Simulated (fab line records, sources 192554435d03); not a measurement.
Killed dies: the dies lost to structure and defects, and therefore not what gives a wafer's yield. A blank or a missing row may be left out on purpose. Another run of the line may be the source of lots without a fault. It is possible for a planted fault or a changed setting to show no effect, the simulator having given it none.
Which of the tools did it? || flow n5Finfet || 21 wafers from 7 lots sampled at 3 of the route's 1938 steps

== WHAT EACH GAUGE READ, for each wafer ==
N5_BEOL_M7_CD_MEAS_11: target cd 38.5 nm.
{"lot": "L707", "measured": "day 9 13:04", "on": "cdSem-03", "cdNm (nm)": "38.1 38.7 37.7"}
{"lot": "L711", "measured": "day 10 08:49", "on": "cdSem-01", "cdNm (nm)": "39.0 39.0 39.0"}
{"lot": "L721", "measured": "day 13 04:28", "on": "cdSem-02", "cdNm (nm)": "42.0 42.8 42.9"}
{"lot": "L722", "measured": "day 13 15:41", "on": "cdSem-03", "cdNm (nm)": "38.4 38.2 38.3"}
{"lot": "L725", "measured": "day 14 07:17", "on": "cdSem-01", "cdNm (nm)": "40.4 40.8 40.9"}
{"lot": "L726", "measured": "day 14 07:07", "on": "cdSem-02", "cdNm (nm)": "38.8 37.9 37.6"}
{"lot": "L727", "measured": "day 14 23:07", "on": "cdSem-01", "cdNm (nm)": "39.0 38.3 38.4"}

== EACH LOT AND THE TOOL THAT RAN IT (in order: tool; ch and the chambers of the sampled wafers; start) ==
{"lot": "L707", "N5_BEOL_M7_ILD_DEP_00": "pecvd-04 ch 0,1,2, day 9 11:52", "N5_BEOL_M7_EXPOSE_08": "arfiScanner-03 ch 0, day 9 12:56"}
{"lot": "L711", "N5_BEOL_M7_ILD_DEP_00": "pecvd-03 ch 0,1,2, day 10 07:29", "N5_BEOL_M7_EXPOSE_08": "arfiScanner-03 ch 0, day 10 08:41"}
{"lot": "L721", "N5_BEOL_M7_ILD_DEP_00": "pecvd-04 ch 1,2, day 13 02:53", "N5_BEOL_M7_EXPOSE_08": "arfiScanner-03 ch 0, day 13 04:20"}
{"lot": "L722", "N5_BEOL_M7_ILD_DEP_00": "pecvd-03 ch 1,2, day 13 13:44", "N5_BEOL_M7_EXPOSE_08": "arfiScanner-02 ch 0, day 13 15:34"}
{"lot": "L725", "N5_BEOL_M7_ILD_DEP_00": "pecvd-01 ch 0,2, day 14 04:19", "N5_BEOL_M7_EXPOSE_08": "arfiScanner-03 ch 0, day 14 07:10"}
{"lot": "L726", "N5_BEOL_M7_ILD_DEP_00": "pecvd-01 ch 0,2, day 14 04:41", "N5_BEOL_M7_EXPOSE_08": "arfiScanner-01 ch 0, day 14 06:59"}
{"lot": "L727", "N5_BEOL_M7_ILD_DEP_00": "pecvd-01 ch 0,1,2, day 14 20:44", "N5_BEOL_M7_EXPOSE_08": "arfiScanner-02 ch 0, day 14 23:01"}
- N5_BEOL_M7_ILD_DEP_00: deposits SiCOH lowk from DEMS/porogen, target thk 179.75 nm, time 33.4 s.
- N5_BEOL_M7_EXPOSE_08: exposes mask M7.

== THE ANSWER, worked out from the rows above alone ==
Rule: the lots themselves supply what counts as usual. The widest of any qualifying gaps counts: lots, ordered by their means at a reading, are off when they make up no more than a third of the lots, leave a main group of 4 or more, and stand apart from it by 3 or more times the standard deviation of that group's means. Not used: any main group whose means are identical at the precision the tables above print for the reading. A lot without any number at a reading at which 4 lots or more have one is off too. Where the step has rows for the other lots, those lots are counted as sound.
Off: L721, L725 (N5_BEOL_M7_CD_MEAS_11, cdNm). The main group has a mean of 38.4 nm with a standard deviation of 0.33.
A tool fits if, at a process step before that reading, it ran every lot that is off, and no sound lot after the first of them. The gauges at N5_BEOL_M7_CD_MEAS_11 are tried like those tools. One candidate fits, namely arfiScanner-03 at N5_BEOL_M7_EXPOSE_08. A fault onset in the window from L711 (day 10 08:41, its last sound lot) to L721 (day 13 04:20, its first lot off) fits.

== WHAT WAS PUT IN BY THE SIMULATOR ==
Process parameter drift: arfiScanner-03, from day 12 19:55 on, at N5_BEOL_M7_EXPOSE_08. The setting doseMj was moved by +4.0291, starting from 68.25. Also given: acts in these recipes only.
Struck lots among those shown: L721, L725. The rule given above showed the same thing.
